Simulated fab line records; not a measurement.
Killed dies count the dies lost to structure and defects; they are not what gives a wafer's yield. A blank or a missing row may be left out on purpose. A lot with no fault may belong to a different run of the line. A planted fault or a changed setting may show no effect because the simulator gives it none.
Split-lot study -- flow n5Finfet -- route with 1938 steps; 7 lots, 21 wafers read

== THE SPLIT ITSELF ==
At N5_BEOL_M8_TRENCH_ETCH_37 (etches SiCOH lowk in C4F6/O2, target depth 93.478 nm, time 31.2 s), the setting sourceW was moved away from the recipe's 345 W on 5 of the 21 wafers read, by +12.9% to +15.2%. All remaining wafers had this setting at the recipe value.

== FROM THE SPLIT TO THE READING: what the file shows between them, 12 steps ==
- N5_BEOL_M8_ETCH_41: etches SiCN in CH3F/O2, target depth 31.9 nm, time 57.8 s
- N5_BEOL_M8_STRIP_80: strips in N2/H2, time 10 s
- N5_BEOL_M8_OCD_MEAS_38
- N5_BEOL_M8_CURE_75: cures SiCOH lowk, time 120 s (also split here: timeS)
- N5_BEOL_M8_DEGAS_44: time 60 s
- N5_BEOL_M8_PRE_CLEAN_45: time 30 s
- N5_BEOL_M8_ECD_50: material Cu, target thk 300 nm
- N5_BEOL_M8_ANNEAL_51: time 90 s
- N5_BEOL_M8_CMP_52: polishes, stops on SiCOH lowk, t overpolish 6.9 s, target thk 80 nm
- N5_BEOL_M8_THK_MEAS_53: measures by xrf
- N5_BEOL_M8_PRE_CLEAN_55: time 15 s
- N5_BEOL_M8_DEP_56: deposits SiCN from 3MS/NH3, target thk 10 nm, time 17.5 s

== THE READING ==
At N5_BEOL_M8_RS_MEAS_57, a four-point-probe measurement gives M8_RS in ohm/sq. Typical for fault-free wafers on this fab line: 0.287 ohm/sq, with standard deviation 0.0071 ohm/sq.

wafer,"tool, chamber at the split","sourceW as run, W",against the recipe,"M8_RS, ohm/sq",against lot-mates on the recipe
L074.1,"rieDiel-03, 1",345,recipe,0.290,-
L074.3,"rieDiel-03, 0",345,recipe,0.284,-
L074.6,"rieDiel-03, 0",345,recipe,0.288,-
L080.2,"rieDiel-03, 2",345,recipe,0.284,-
L080.3,"rieDiel-03, 1",345,recipe,0.282,-
L080.5,"rieDiel-03, 1",345,recipe,0.284,-
L091.3,"rieDiel-03, 0",345,recipe,0.288,-
L091.4,"rieDiel-03, 2",345,recipe,0.290,-
L091.5,"rieDiel-03, 1",345,recipe,0.294,-
L089.2,"rieDiel-02, 2",397.3,+15.2%,0.255,-0.035
L089.4,"rieDiel-02, 2",345,recipe,0.281,-
L089.6,"rieDiel-02, 1",345,recipe,0.299,-
L092.3,"rieDiel-06, 3",389.4,+12.9%,0.270,-0.016
L092.4,"rieDiel-06, 0",389.4,+12.9%,0.270,-0.016
L092.6,"rieDiel-06, 3",345,recipe,0.286,-
L093.1,"rieDiel-06, 2",345,recipe,0.295,-
L093.4,"rieDiel-06, 0",389.4,+12.9%,0.276,-0.019
L093.5,"rieDiel-06, 0",389.4,+12.9%,0.271,-0.024
L097.1,"rieDiel-02, 0",345,recipe,0.282,-
L097.4,"rieDiel-02, 2",345,recipe,0.272,-
L097.5,"rieDiel-02, 1",345,recipe,0.278,-

THE FIT
A straight line over all 21 wafers: M8_RS changes by -0.00136 ohm/sq for each +1% of sourceW; r = -0.77; the points scatter about the line by 0.0067 ohm/sq.
The same after taking each lot's own level away (the mean of its wafers on the recipe; 21 wafers): -0.00168 ohm/sq for each +1%; r = -0.91; scatter 0.0047 ohm/sq.
That fit puts the effect of the largest move of sourceW on the reading at 0.026 ohm/sq.
The lots' own levels span 0.2773 to 0.2950 ohm/sq, that is 2.5 times the standard deviation above.
So the lot-to-lot level blurs the effect unless lot-mates are compared.
Check: -0.0221 ohm/sq against its lot-mates is what the line predicts for one of the wafers moved furthest among these (+15.2%) when that wafer is left out of the fit. It came out at -0.035 ohm/sq against them.
Tool readings at the split's step, against how far the setting was moved: rfVppV r = -0.87.

== OTHER SPLITS ON THESE WAFERS ==
Before the reading, these wafers also passed through other splits. Each is held against what the fit with the lots' levels taken away leaves over:
other split on the same wafers,wafers away from the commonest value,r with M8_RS (lot level and that fit taken away)
N5_BEOL_M7_EXPOSE_08 doseMj,7,-0.26
N5_BEOL_M7_ETCH_41 biasW,7,+0.31
N5_BEOL_M8_CURE_75 timeS,9,+0.52

== THE WHOLE CHAIN: every reading that the file lists as answering this split, in the file's order ==
step,what it does,reading,change (the file's fit),r (the file's)
N5_BEOL_M8_TRENCH_ETCH_37,"etches SiCOH lowk in C4F6/O2, target depth 93.478 nm, time 31.2 s",rfVppV,-3.28 V for each +1% of the setting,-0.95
N5_BEOL_M8_TRENCH_ETCH_37,"etches SiCOH lowk in C4F6/O2, target depth 93.478 nm, time 31.2 s","BEOL_M8.featureDepthNm (the simulator's own value, which no gauge read)",+0.346 nm for each +1% of the setting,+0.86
N5_BEOL_M8_TRENCH_ETCH_37,"etches SiCOH lowk in C4F6/O2, target depth 93.478 nm, time 31.2 s","etch.depthNm (the simulator's own value, which no gauge read)",+0.348 nm for each +1% of the setting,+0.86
N5_BEOL_M8_OCD_MEAS_38,,trenchDepthNm,+0.374 nm for each +1% of the setting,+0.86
N5_BEOL_M8_CMP_52,"polishes, stops on SiCOH lowk, t overpolish 6.9 s, target thk 80 nm","Cu_of_BEOL_M8_ECD_50.thkNm (the simulator's own value, which no gauge read)",+0.462 nm for each +1% of the setting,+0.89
N5_BEOL_M8_THK_MEAS_53,measures by xrf,M8_THK,+0.466 for each +1% of the setting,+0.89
N5_BEOL_M8_RS_MEAS_57,measures by four-point-probe,M8_RS,-0.00178 for each +1% of the setting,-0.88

== FILE'S OWN FIT ==
M8_RS changes by -0.00178 ohm/sq for each +1% of sourceW, r = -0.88.
